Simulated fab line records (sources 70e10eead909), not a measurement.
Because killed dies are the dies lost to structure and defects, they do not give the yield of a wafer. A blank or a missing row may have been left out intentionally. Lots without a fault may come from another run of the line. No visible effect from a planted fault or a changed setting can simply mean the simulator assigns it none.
fab line records + flow nand-harc
[record]
- lots = 14
- wafers = 42
- last-day = 33
route steps=1302 shown A_CHANNEL_FILL_D1@517 A_DECK1_JOINT@528 A_ONON_D2@546 END@1302
lots untouched by any fault: they come from a run of this same line in which no faults occurred
start-h: the number of hours between the record's first day and the start of the first shown wafer of the lot + wait-h: hours since the lot's step before + " identical to the entry in the row above + L1.1+2: a single row standing in for several wafers + - no value, or no start given + * or withheld: withheld + < > ~ a bound
route shown NAME@n: NAME is a module with steps in the file, n the number in the route of the first one + usual: average and standard deviation across the fault-free wafers + same: alike in all rows + chamber/n: place in a boat + sites: readings site by site + _std_site: the standard deviation of these + _edge_site: inner sites' mean taken away from outer sites' mean + radius-mm: how far each site lies from the wafer's centre + mask NAME#n: copy n + behind: the tool/chamber that last shaped the wafer + hold: cause of the lot's hold/its duration in hours/its outcome + device: the transistor (n, p or np) that didn't switch + end of line: the tests these same wafers got at the end of their route + for a step that has no rows: nothing shown but its recipe + killed: count of dies lost to structure and defects at first sort (not the wafer's yield) + map: a wafer's dies, x killed, . not, _ none there
set.NAME: the run value of the setting; set.NAME@STEP: its run value at that earlier step + model.NAME: the simulator's own value behind a step, which no gauge read
a sample of lots followed through the steps of the route, with each step as a table and each wafer as a row
services: the hour from which a tool's chamber was out of use, counted from the record's first day as start-h (under 0 if before that day), plus the number of hours and why
[[steps]]
[step NHARC_A_CHANNEL_FILL_D1_INSPECT_13]
[usual]
- raw-defect-count = 337/130
| lot.wafer | tool              | chamber | start-h | wait-h | raw-defect-count |
|-----------|-------------------|---------|---------|--------|------------------|
| L892.1    | defect-inspect-02 | -       | 228.85  | 0.0    | 182              |
| L892.5    | "                 | -       | "       | "      | 214              |
| L892.6    | "                 | -       | "       | "      | 234              |
| L894.1    | defect-inspect-01 | -       | 245.32  | 0.0    | 329              |
| L894.3    | "                 | -       | "       | "      | 454              |
| L894.6    | "                 | -       | "       | "      | 361              |
| L893.3    | defect-inspect-02 | -       | 245.32  | 0.0    | 404              |
| L893.4    | "                 | -       | "       | "      | 512              |
| L893.6    | "                 | -       | "       | "      | 436              |
| L895.3    | defect-inspect-02 | -       | 269.32  | 0.0    | 182              |
| L895.4    | "                 | -       | "       | "      | 431              |
| L895.6    | "                 | -       | "       | "      | 332              |
| L899.3    | defect-inspect-01 | -       | 306.09  | 0.0    | 218              |
| L899.5    | "                 | -       | "       | "      | 198              |
| L899.6    | "                 | -       | "       | "      | 365              |
| L901.2    | defect-inspect-01 | -       | 328.29  | 0.0    | 423              |
| L901.3    | "                 | -       | "       | "      | 406              |
| L901.4    | "                 | -       | "       | "      | 353              |
| L900.3    | defect-inspect-02 | -       | 328.30  | 0.0    | 231              |
| L900.5    | "                 | -       | "       | "      | 126              |
| L900.6    | "                 | -       | "       | "      | 123              |
| L907.3    | defect-inspect-02 | -       | 386.72  | 0.0    | 558              |
| L907.5    | "                 | -       | "       | "      | 360              |
| L907.6    | "                 | -       | "       | "      | 192              |
| L906.1    | defect-inspect-02 | -       | 386.74  | 0.0    | 366              |
| L906.2    | "                 | -       | "       | "      | 323              |
| L906.3    | "                 | -       | "       | "      | 394              |
| L908.3    | defect-inspect-02 | -       | 394.49  | 0.0    | 315              |
| L908.4    | "                 | -       | "       | "      | 412              |
| L908.6    | "                 | -       | "       | "      | 393              |
| L909.1    | defect-inspect-02 | -       | 409.56  | 0.0    | 283              |
| L909.3    | "                 | -       | "       | "      | 266              |
| L909.5    | "                 | -       | "       | "      | 343              |
| L910.3    | defect-inspect-02 | -       | 416.32  | 0.0    | 629              |
| L910.4    | "                 | -       | "       | "      | 494              |
| L910.6    | "                 | -       | "       | "      | 490              |
| L912.1    | defect-inspect-01 | -       | 452.52  | 0.0    | 248              |
| L912.2    | "                 | -       | "       | "      | 228              |
| L912.5    | "                 | -       | "       | "      | 168              |
| L913.4    | defect-inspect-01 | -       | 466.37  | 0.0    | 676              |
| L913.5    | "                 | -       | "       | "      | 366              |
| L913.6    | "                 | -       | "       | "      | 247              |
[step NHARC_A_DECK1_JOINT_THK_MEAS_14]
[recipe]
- thk-meas-gauge = ellipsometry
[usual]
- thk-nm = 50.7/1.4
| lot.wafer | tool          | chamber | start-h | wait-h | thk-nm |
|-----------|---------------|---------|---------|--------|--------|
| L892.1    | film-metro-01 | -       | 239.46  | 0.2    | 52.6   |
| L892.5    | "             | -       | "       | "      | 52.0   |
| L892.6    | "             | -       | "       | "      | 51.0   |
| L894.1    | film-metro-01 | -       | 255.77  | 0.2    | 49.5   |
| L894.3    | "             | -       | "       | "      | 51.1   |
| L894.6    | "             | -       | "       | "      | 53.1   |
| L893.3    | film-metro-02 | -       | 255.77  | 0.2    | 49.1   |
| L893.4    | "             | -       | "       | "      | 48.0   |
| L893.6    | "             | -       | "       | "      | 51.3   |
| L895.3    | film-metro-02 | -       | 279.88  | 0.2    | 54.0   |
| L895.4    | "             | -       | "       | "      | 52.9   |
| L895.6    | "             | -       | "       | "      | 51.9   |
| L899.3    | film-metro-01 | -       | 316.54  | 0.2    | 48.2   |
| L899.5    | "             | -       | "       | "      | 50.0   |
| L899.6    | "             | -       | "       | "      | 48.2   |
| L901.2    | film-metro-01 | -       | 338.81  | 0.2    | 50.2   |
| L901.3    | "             | -       | "       | "      | 47.2   |
| L901.4    | "             | -       | "       | "      | 50.5   |
| L900.3    | film-metro-02 | -       | 338.82  | 0.2    | 50.6   |
| L900.5    | "             | -       | "       | "      | 52.1   |
| L900.6    | "             | -       | "       | "      | 50.9   |
| L906.1    | film-metro-01 | -       | 397.31  | 0.2    | 52.1   |
| L906.2    | "             | -       | "       | "      | 52.4   |
| L906.3    | "             | -       | "       | "      | 52.1   |
| L907.3    | film-metro-02 | -       | 397.32  | 0.2    | 50.8   |
| L907.5    | "             | -       | "       | "      | 50.4   |
| L907.6    | "             | -       | "       | "      | 51.0   |
| L908.3    | film-metro-02 | -       | 404.96  | 0.2    | 50.6   |
| L908.4    | "             | -       | "       | "      | 48.8   |
| L908.6    | "             | -       | "       | "      | 47.9   |
| L909.1    | film-metro-02 | -       | 420.17  | 0.2    | 52.8   |
| L909.3    | "             | -       | "       | "      | 52.6   |
| L909.5    | "             | -       | "       | "      | 53.6   |
| L910.3    | film-metro-02 | -       | 426.73  | 0.2    | 51.3   |
| L910.4    | "             | -       | "       | "      | 49.7   |
| L910.6    | "             | -       | "       | "      | 49.2   |
| L912.1    | film-metro-02 | -       | 464.62  | 0.2    | 50.2   |
| L912.2    | "             | -       | "       | "      | 50.3   |
| L912.5    | "             | -       | "       | "      | 52.1   |
| L913.4    | film-metro-02 | -       | 476.81  | 0.2    | 51.9   |
| L913.5    | "             | -       | "       | "      | 49.2   |
| L913.6    | "             | -       | "       | "      | 49.0   |
[step NHARC_A_ONON_D2_THK_MEAS_02]
[recipe]
- thk-meas-gauge = ellipsometry
[usual]
- thk-nm = 1004/9.2
| lot.wafer | tool          | chamber | start-h | wait-h | thk-nm |
|-----------|---------------|---------|---------|--------|--------|
| L892.1    | film-metro-01 | -       | 264.49  | -      | 1017   |
| L892.5    | "             | -       | "       | "      | 1014   |
| L892.6    | "             | -       | "       | "      | 1014   |
| L894.1    | film-metro-01 | -       | 281.42  | -      | 1004   |
| L894.3    | "             | -       | "       | "      | 1005   |
| L894.6    | "             | -       | "       | "      | 1003   |
| L893.3    | film-metro-02 | -       | 281.83  | -      | 1003   |
| L893.4    | "             | -       | "       | "      | 1002   |
| L893.6    | "             | -       | "       | "      | 1003   |
| L895.3    | film-metro-01 | -       | 304.77  | -      | 1010   |
| L895.4    | "             | -       | "       | "      | 1011   |
| L895.6    | "             | -       | "       | "      | 1011   |
| L899.3    | film-metro-02 | -       | 342.71  | -      | 1000   |
| L899.5    | "             | -       | "       | "      | 1000   |
| L899.6    | "             | -       | "       | "      | 1001   |
| L900.3    | film-metro-02 | -       | 362.13  | -      | 997    |
| L900.5    | "             | -       | "       | "      | 1000   |
| L900.6    | "             | -       | "       | "      | 1000   |
| L901.2    | film-metro-01 | -       | 362.13  | -      | 1000   |
| L901.3    | "             | -       | "       | "      | 1000   |
| L901.4    | "             | -       | "       | "      | 1000   |
| L906.1    | film-metro-02 | -       | 422.83  | -      | 1006   |
| L906.2    | "             | -       | "       | "      | 1004   |
| L906.3    | "             | -       | "       | "      | 1005   |
| L907.3    | film-metro-01 | -       | 422.83  | -      | 992    |
| L907.5    | "             | -       | "       | "      | 994    |
| L907.6    | "             | -       | "       | "      | 992    |
| L908.3    | film-metro-02 | -       | 432.03  | -      | 1003   |
| L908.4    | "             | -       | "       | "      | 1007   |
| L908.6    | "             | -       | "       | "      | 1005   |
| L909.1    | film-metro-01 | -       | 442.16  | -      | 1016   |
| L909.3    | "             | -       | "       | "      | 1017   |
| L909.5    | "             | -       | "       | "      | 1015   |
| L910.3    | film-metro-01 | -       | 449.30  | -      | 1009   |
| L910.4    | "             | -       | "       | "      | 1010   |
| L910.6    | "             | -       | "       | "      | 1011   |
| L912.1    | film-metro-02 | -       | 488.00  | -      | 997    |
| L912.2    | "             | -       | "       | "      | 996    |
| L912.5    | "             | -       | "       | "      | 996    |
| L913.4    | film-metro-02 | -       | 501.92  | -      | 1002   |
| L913.5    | "             | -       | "       | "      | 1002   |
| L913.6    | "             | -       | "       | "      | 1001   |
[step NHARC_A_ONON_D2_DEP_06]
[recipe]
- target-thk-a = 10000
- n2-flow-sccm = 2750
- n2o-flow-sccm = 2000
- nh3-flow-sccm = 500
- sih4-flow-sccm = 210
- temp-c = 400
[usual]
- n2-flow-sccm = 2752/8.6
| lot.wafer | tool          | chamber | start-h | wait-h | n2-flow-sccm |
|-----------|---------------|---------|---------|--------|--------------|
| L892.1    | pecvd-onon-03 | 0       | 265.29  | 0.1    | 2747         |
| L892.5    | "             | 0       | "       | "      | 2760         |
| L892.6    | "             | 0       | "       | "      | 2766         |
| L894.1    | pecvd-onon-01 | 0       | 282.19  | 0.1    | 2754         |
| L894.3    | "             | 0       | "       | "      | 2749         |
| L894.6    | "             | 0       | "       | "      | 2755         |
| L893.3    | pecvd-onon-04 | 0       | 282.56  | 0.2    | 2753         |
| L893.4    | "             | 0       | "       | "      | 2761         |
| L893.6    | "             | 0       | "       | "      | 2760         |
| L895.3    | pecvd-onon-03 | 0       | 305.50  | 0.2    | 2743         |
| L895.4    | "             | 0       | "       | "      | 2736         |
| L895.6    | "             | 0       | "       | "      | 2741         |
| L899.3    | pecvd-onon-01 | 0       | 343.44  | 0.2    | 2749         |
| L899.5    | "             | 0       | "       | "      | 2740         |
| L899.6    | "             | 0       | "       | "      | 2741         |
| L901.2    | pecvd-onon-01 | 0       | 362.82  | 0.1    | 2740         |
| L901.3    | "             | 0       | "       | "      | 2738         |
| L901.4    | "             | 0       | "       | "      | 2738         |
| L900.3    | pecvd-onon-03 | 0       | 362.86  | 0.2    | 2741         |
| L900.5    | "             | 0       | "       | "      | 2764         |
| L900.6    | "             | 0       | "       | "      | 2755         |
| L906.1    | pecvd-onon-03 | 0       | 423.45  | 0.1    | 2777         |
| L906.2    | "             | 0       | "       | "      | 2768         |
| L906.3    | "             | 0       | "       | "      | 2767         |
| L907.3    | pecvd-onon-04 | 0       | 423.57  | 0.2    | 2749         |
| L907.5    | "             | 0       | "       | "      | 2755         |
| L907.6    | "             | 0       | "       | "      | 2746         |
| L908.3    | pecvd-onon-01 | 0       | 432.78  | 0.2    | 2750         |
| L908.4    | "             | 0       | "       | "      | 2756         |
| L908.6    | "             | 0       | "       | "      | 2737         |
| L909.1    | pecvd-onon-03 | 0       | 442.78  | 0.1    | 2760         |
| L909.3    | "             | 0       | "       | "      | 2754         |
| L909.5    | "             | 0       | "       | "      | 2750         |
| L910.3    | pecvd-onon-03 | 0       | 450.03  | 0.2    | 2760         |
| L910.4    | "             | 0       | "       | "      | 2755         |
| L910.6    | "             | 0       | "       | "      | 2750         |
| L912.1    | pecvd-onon-01 | 0       | 488.63  | 0.1    | 2753         |
| L912.2    | "             | 0       | "       | "      | 2748         |
| L912.5    | "             | 0       | "       | "      | 2751         |
| L913.4    | pecvd-onon-01 | 0       | 502.85  | 0.2    | 2766         |
| L913.5    | "             | 0       | "       | "      | 2757         |
| L913.6    | "             | 0       | "       | "      | 2765         |
[step NHARC_A_ONON_D2_THK_MEAS_08]
[recipe]
- thk-meas-gauge = ellipsometry
[usual]
- thk-nm = 999/9.8
| lot.wafer | tool          | chamber | start-h | wait-h | thk-nm |
|-----------|---------------|---------|---------|--------|--------|
| L892.1    | film-metro-02 | -       | 265.80  | -      | 990    |
| L892.5    | "             | -       | "       | "      | 991    |
| L892.6    | "             | -       | "       | "      | 990    |
| L894.1    | film-metro-02 | -       | 282.70  | -      | 981    |
| L894.3    | "             | -       | "       | "      | 983    |
| L894.6    | "             | -       | "       | "      | 980    |
| L893.3    | film-metro-02 | -       | 282.96  | -      | 999    |
| L893.4    | "             | -       | "       | "      | 1000   |
| L893.6    | "             | -       | "       | "      | 1000   |
| L895.3    | film-metro-01 | -       | 305.89  | -      | 989    |
| L895.4    | "             | -       | "       | "      | 989    |
| L895.6    | "             | -       | "       | "      | 989    |
| L899.3    | film-metro-02 | -       | 343.84  | -      | 1685   |
| L899.5    | "             | -       | "       | "      | 996    |
| L899.6    | "             | -       | "       | "      | 998    |
| L900.3    | film-metro-01 | -       | 363.26  | -      | 1014   |
| L900.5    | "             | -       | "       | "      | 1012   |
| L900.6    | "             | -       | "       | "      | 1014   |
| L901.2    | film-metro-02 | -       | 363.27  | -      | 999    |
| L901.3    | "             | -       | "       | "      | 1689   |
| L901.4    | "             | -       | "       | "      | 1689   |
| L907.3    | film-metro-01 | -       | 423.96  | -      | 1009   |
| L907.5    | "             | -       | "       | "      | 1007   |
| L907.6    | "             | -       | "       | "      | 1008   |
| L906.1    | film-metro-02 | -       | 423.97  | -      | 1005   |
| L906.2    | "             | -       | "       | "      | 1005   |
| L906.3    | "             | -       | "       | "      | 1004   |
| L908.3    | film-metro-01 | -       | 433.17  | -      | 1002   |
| L908.4    | "             | -       | "       | "      | 1003   |
| L908.6    | "             | -       | "       | "      | 1003   |
| L909.1    | film-metro-02 | -       | 443.28  | -      | 989    |
| L909.3    | "             | -       | "       | "      | 992    |
| L909.5    | "             | -       | "       | "      | 989    |
| L910.3    | film-metro-02 | -       | 450.43  | -      | 1005   |
| L910.4    | "             | -       | "       | "      | 1006   |
| L910.6    | "             | -       | "       | "      | 1005   |
| L912.1    | film-metro-01 | -       | 489.14  | -      | 999    |
| L912.2    | "             | -       | "       | "      | 1000   |
| L912.5    | "             | -       | "       | "      | 1000   |
| L913.4    | film-metro-01 | -       | 503.19  | -      | 1017   |
| L913.5    | "             | -       | "       | "      | 1017   |
| L913.6    | "             | -       | "       | "      | 1017   |
[step NHARC_END_SORT_01]
[recipe]
- temp-c = 25
[usual]
- killed-at-array = 52/18
- killed-at-other = 1.2/1.5
- killed-at-periphery = 4/3.2
- killed-dies = 57/17
- killed-open = 3.1/1.9
- killed-short = 2.5/1.7
[same]
- gross-dies = 677
| lot.wafer | tool      | chamber | start-h | wait-h | killed-at-array | killed-at-other | killed-at-periphery | killed-dies | killed-open | killed-short |
|-----------|-----------|---------|---------|--------|-----------------|-----------------|---------------------|-------------|-------------|--------------|
| L899.3    | prober-02 | 0       | 634.81  | 3.1    | 675             | 1               | 1                   | 677         | 0           | 0            |
| L899.5    | prober-02 | 0       | 636.43  | 3.7    | 59              | 1               | 4                   | 64          | 4           | 7            |
| L899.6    | prober-02 | 0       | 637.24  | 4.0    | 58              | 1               | 9                   | 68          | 5           | 1            |
| L901.2    | prober-02 | 0       | 655.61  | 2.8    | 96              | 1               | 1                   | 98          | 0           | 0            |
| L901.3    | prober-02 | 0       | 656.40  | 3.1    | 674             | 1               | 2                   | 677         | 2           | 1            |
| L901.4    | prober-02 | 0       | 657.20  | 3.4    | 674             | 1               | 2                   | 677         | 1           | 2            |
// killed by level:class
L899.3 A_ONON_D2:area-dep=617 A_SLIT:chamber-film-flake=31 A_CHANNEL_HOLE_D2:chamber-film-flake=8 A_M0:chamber-film-flake=5 A_STAIRCASE:chamber-film-flake=4 A_CHANNEL_HOLE_D1:chamber-film-flake=3 A_WL_FILL:chamber-film-flake=3 A_CONTACT:chamber-film-flake=2
L899.5 A_SLIT:chamber-film-flake=27 A_CHANNEL_HOLE_D2:chamber-film-flake=8 A_CONTACT:chamber-film-flake=4 A_STAIRCASE:chamber-film-flake=4 A_WL_FILL:chamber-film-flake=3 A_ONON_D2:geometric-particle:short=2 A_M0:geometric-particle:short=2 P_ZERO_WELL:chamber-film-flake=2
L899.6 A_SLIT:chamber-film-flake=26 A_CHANNEL_HOLE_D2:chamber-film-flake=12 A_CONTACT:chamber-film-flake=5 A_M0:chamber-film-flake=4 P_M1:chamber-film-flake=4 A_WL_FILL:chamber-film-flake=4 A_STAIRCASE:chamber-film-flake=3 P_CONTACT:geometric-particle:open=2
L901.2 A_CHANNEL_HOLE_D1:chamber-film-flake=37 A_SLIT:chamber-film-flake=30 A_CHANNEL_HOLE_D2:chamber-film-flake=16 A_STAIRCASE:chamber-film-flake=5 A_CHANNEL_FILL_D1:chamber-film-flake=3 A_WL_FILL:chamber-film-flake=3 A_CONTACT:chamber-film-flake=2 P_M2:chamber-film-flake=1
L901.3 A_ONON_D2:area-dep=602 A_CHANNEL_HOLE_D1:chamber-film-flake=30 A_SLIT:chamber-film-flake=22 A_CHANNEL_HOLE_D2:chamber-film-flake=13 A_STAIRCASE:chamber-film-flake=3 P_M0:geometric-particle:open=1 A_WL_FILL:geometric-particle:short=1 A_M0:geometric-particle:open=1
L901.4 A_ONON_D2:area-dep=614 A_SLIT:chamber-film-flake=25 A_CHANNEL_HOLE_D1:chamber-film-flake=21 A_CHANNEL_HOLE_D2:chamber-film-flake=7 A_CONTACT:chamber-film-flake=2 A_CHANNEL_FILL_D1:geometric-particle:open=1 A_CHANNEL_FILL_D2:geometric-particle:short=1 P_STI:chamber-film-flake=1
[[services]]
| tool          | chamber | start-h | hours | kind   |
|---------------|---------|---------|-------|--------|
| pecvd-onon-01 | -       | 269.09  | 13.0  | pm     |
| pecvd-onon-04 | -       | 311.31  | 13.0  | pm     |
| pecvd-onon-03 | -       | 330.47  | 9.8   | repair |
| pecvd-onon-03 | -       | 408.00  | 13.0  | pm     |
| pecvd-onon-01 | -       | 450.09  | 13.0  | pm     |
| pecvd-onon-04 | -       | 492.31  | 13.0  | pm     |
[[key]]
[first-sign]
- step = NHARC_A_ONON_D2_THK_MEAS_08
- reading = thk-nm
- direction = up
- sigmas = 70
- usual = 999
- struck = 1688
[effect]
- step = NHARC_END_SORT_01
- reading = killed-dies
- direction = up
- sigmas = 36
- usual = 57
- struck = 677
[more-kills-born-at]
- NHARC_A_ONON_D2_DEP_06@pecvd-onon-01 = 1833
met-at NHARC_A_ONON_D2_DEP_06
struck-lots L899,L901
struck-wafers L899.3,L901.3,L901.4
later-rows-left-out L899.3,L901.3,L901.4
tester-left-out L899,L901
not-acting-at NHARC_A_CHANNEL_FILL_D1_INSPECT_13,NHARC_A_DECK1_JOINT_THK_MEAS_14,NHARC_A_ONON_D2_THK_MEAS_02
onset-between 282.19 343.44
[fault]
- kind = process-parameter-drift
- tool = pecvd-onon-01
- chamber = -
- onset-h = 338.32
- steps = NHARC_A_ONON_D2_DEP_06
- channel = target-thk-a
- offset = *
- shape = step
- end-h = 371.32
- scope = struck-wafers-only
- acts-in = *
- stated = *
// tester-left-out: of these lots the tester's yield and bins aren't shown, on N5 and GAA mostly nor the transistor test; their killed dies are dies lost to structure and defects alone, not to doping, threshold or leakage, so they don't give the yield
// later-rows-left-out: the simulator's readings of these wafers behind a module that went badly wrong aren't trusted and aren't shown, but for the sort
